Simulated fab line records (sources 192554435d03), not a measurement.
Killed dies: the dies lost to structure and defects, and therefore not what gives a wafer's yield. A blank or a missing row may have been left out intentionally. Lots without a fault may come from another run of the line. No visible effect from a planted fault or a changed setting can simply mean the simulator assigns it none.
Code-filled problem report in 8D (eight disciplines) form | flow n5Finfet | the parts of the form that need people (team, actions taken, sign-off) are left out

== 1. THE PROBLEM ==
Mean RS_NWELL at N5_BEOL_M4_RC_MEAS_101: 1124 ohm/sq over 7 wafers in 3 lots; fault-free wafers: 1036 ohm/sq, standard deviation 6.3. That is +14 standard deviations from the usual mean.
Seen first at day 10 16:13 on prober-01, wafer L137.2. The record holds 25 wafers of 9 lots with a number at this step. Rule for "out" (also "out of limits"): further than 4 standard deviations from the usual mean. Any other wafer with a number is counted as sound.

== 2. WHAT THIS IS AND IS NOT ==
question                    | is                     | is not
which readings at this step | RS_NWELL               | IOFF_P, ION_N, ION_P, SS_N, VT_P
which lots                  | L137, L138, L139       | L129, L130, L131, L133, L144, L149
which wafers of those lots  | all that have a number | -
read on which gauges        | prober-01, prober-02   | -
when                        | from day 10 16:13      | up to then (12 sound wafers); but 6 sound wafers of L144, L149 came after

== 3. THE SUSPECTS, EACH WITH WHAT RULES IT OUT ==
Counting: a tool at any process step up to the reading remains a suspect when it ran all the lots that are out and ran no sound lot after the first of those.
- the gauge at N5_BEOL_M4_RC_MEAS_101 is ruled out. The wafers that are out were read on 2 gauges (prober-01, prober-02).
- implanter-01 at N5_WELL_APT_IMPLANT_14: kept. Every lot that is out went through it, starting with L137 (day 4 08:33), and after that it ran no sound lot; the last sound lot it ran before then is L133 (day 3 07:59). Its own doseIonsCm2, faradayCurrentUA readings are out on those wafers.
After counting, what remains is implanter-01 at N5_WELL_APT_IMPLANT_14.

== 4. THE CAUSE (what the simulator had put in) ==
Process parameter drift: implanter-01, from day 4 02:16 on, at N5_WELL_APT_IMPLANT_14. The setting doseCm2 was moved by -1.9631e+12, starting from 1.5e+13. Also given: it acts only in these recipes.
The count eliminated every tool but this one.

== 5. THE EFFECT CHAIN, in route order ==
Rows list readings where the struck wafers' mean (over those with a number) sits beyond 3 standard deviations from the usual. Only readings for which the record gives a usual standard deviation are gone through. hours: the time from each lot's start at the first step in this table that gives one to its start at this step, as a median over the lots. sigmas: the change in usual standard deviations.
hours | step                   | reading          | usual       | on struck wafers | change      | sigmas
0     | N5_WELL_APT_IMPLANT_14 | doseIonsCm2      | 1.4995e+13  | 1.3038e+13       | -1.9566e+12 | -99 or more
0     | N5_WELL_APT_IMPLANT_14 | faradayCurrentUA | 190         | 164              | -26         | -6.3
159   | N5_BEOL_M4_RC_MEAS_101 | RS_NWELL         | 1036 ohm/sq | 1124             | +88         | +14
Process steps it contains:
- N5_WELL_APT_IMPLANT_14

== 6. HOW IT WOULD HAVE BEEN CAUGHT EARLIER ==
158 hours passed between the start of the fault at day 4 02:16 and the first reading out of limits at a measuring or inspecting step in this record, taken at day 10 16:13.
Tool's own readings at N5_WELL_APT_IMPLANT_14, doseIonsCm2, faradayCurrentUA: out on all struck wafers the step has rows for; an alarm limit on them would have tripped on the first.
All the lots that are out (3) had begun N5_WELL_APT_IMPLANT_14 on implanter-01 by day 10 16:13. Had the tool been put on hold then, not one of them would have been saved.
